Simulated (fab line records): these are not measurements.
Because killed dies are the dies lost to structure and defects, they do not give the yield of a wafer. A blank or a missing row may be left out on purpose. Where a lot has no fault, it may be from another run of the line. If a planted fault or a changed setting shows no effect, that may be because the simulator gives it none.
Split-lot experiment ; flow n5 finfet ; on a route of 1938 steps: 7 lots, 21 wafers read

== THE SPLIT ==
At N5_ZERO_LAYER_PECVD_02 (deposits SiO2 from SiH4/N2O, target thk 10 nm, time 6 s), the setting time s was moved away from the recipe's 6 s on 6 of the 21 wafers read, by -12.2% to +12.1%. The other wafers ran this setting at the recipe's value.

The split's own step is where the reading is taken.

== THE READING ==
SiO2_of_ZERO_LAYER_PECVD_02.thk nm (the simulator's own value, which no gauge read), in nm, at N5_ZERO_LAYER_PECVD_02 (deposits SiO2 from SiH4/N2O, target thk 10 nm, time 6 s). No usual value for it is given in the file. Here, 15 wafers ran the recipe; their average is 10.048 nm with a standard deviation of 0.11 nm.

wafer;tool, chamber at the split;time s as run, s;against the recipe;SiO2_of_ZERO_LAYER_PECVD_02.thk nm, nm;against lot-mates on the recipe
L079.2;pecvd-02, 2;6;recipe;9.989;-
L079.3;pecvd-02, 0;6;recipe;9.875;-
L079.4;pecvd-02, 1;6.329;+5.5%;10.74;+0.808
L080.1;pecvd-02, 2;6;recipe;9.958;-
L080.2;pecvd-02, 0;6;recipe;9.908;-
L080.4;pecvd-02, 2;6;recipe;10.03;-
L085.2;pecvd-03, 0;6;recipe;10.1;-
L085.4;pecvd-03, 2;6.729;+12.1%;11.42;+1.320
L085.6;pecvd-03, 1;6.729;+12.1%;11.25;+1.150
L093.2;pecvd-02, 1;6.65;+10.8%;11.12;+0.940
L093.3;pecvd-02, 0;6.65;+10.8%;10.96;+0.780
L093.4;pecvd-02, 0;6;recipe;10.18;-
L094.2;pecvd-01, 1;6;recipe;9.899;-
L094.5;pecvd-01, 1;6;recipe;9.928;-
L094.6;pecvd-01, 2;6;recipe;10.22;-
L095.2;pecvd-01, 2;6;recipe;10.03;-
L095.4;pecvd-01, 2;6;recipe;10.2;-
L095.5;pecvd-01, 1;5.268;-12.2%;8.737;-1.378
L097.1;pecvd-03, 0;6;recipe;10.1;-
L097.3;pecvd-03, 1;6;recipe;10.14;-
L097.6;pecvd-03, 2;6;recipe;10.17;-

THE FIT
A straight line over all 21 wafers: SiO2_of_ZERO_LAYER_PECVD_02.thk nm changes by +0.103 nm for each +1% of time s; r = +0.98; the points scatter about the line by 0.12 nm.
The same after taking each lot's own level away (the mean of its wafers on the recipe; 21 wafers): +0.0993 nm for each +1%; r = +0.98; scatter 0.13 nm.
That fit puts the effect of the largest move of time s on the reading at 1.2 nm.
The lots' own levels span 9.9320 to 10.1800 nm, that is 2.2 times the standard deviation above.
So the lot-to-lot level changes the slope little: the two slopes agree.
Check: -1.14 nm against its lot-mates is what the line predicts for one of the wafers moved furthest among these (-12.2%) when that wafer is left out of the fit. It came out at -1.38 nm against them.

== THE FILE'S OWN FIT ==
SiO2_of_ZERO_LAYER_PECVD_02.thk nm changes by +0.103 nm for each +1% of time s, r = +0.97.
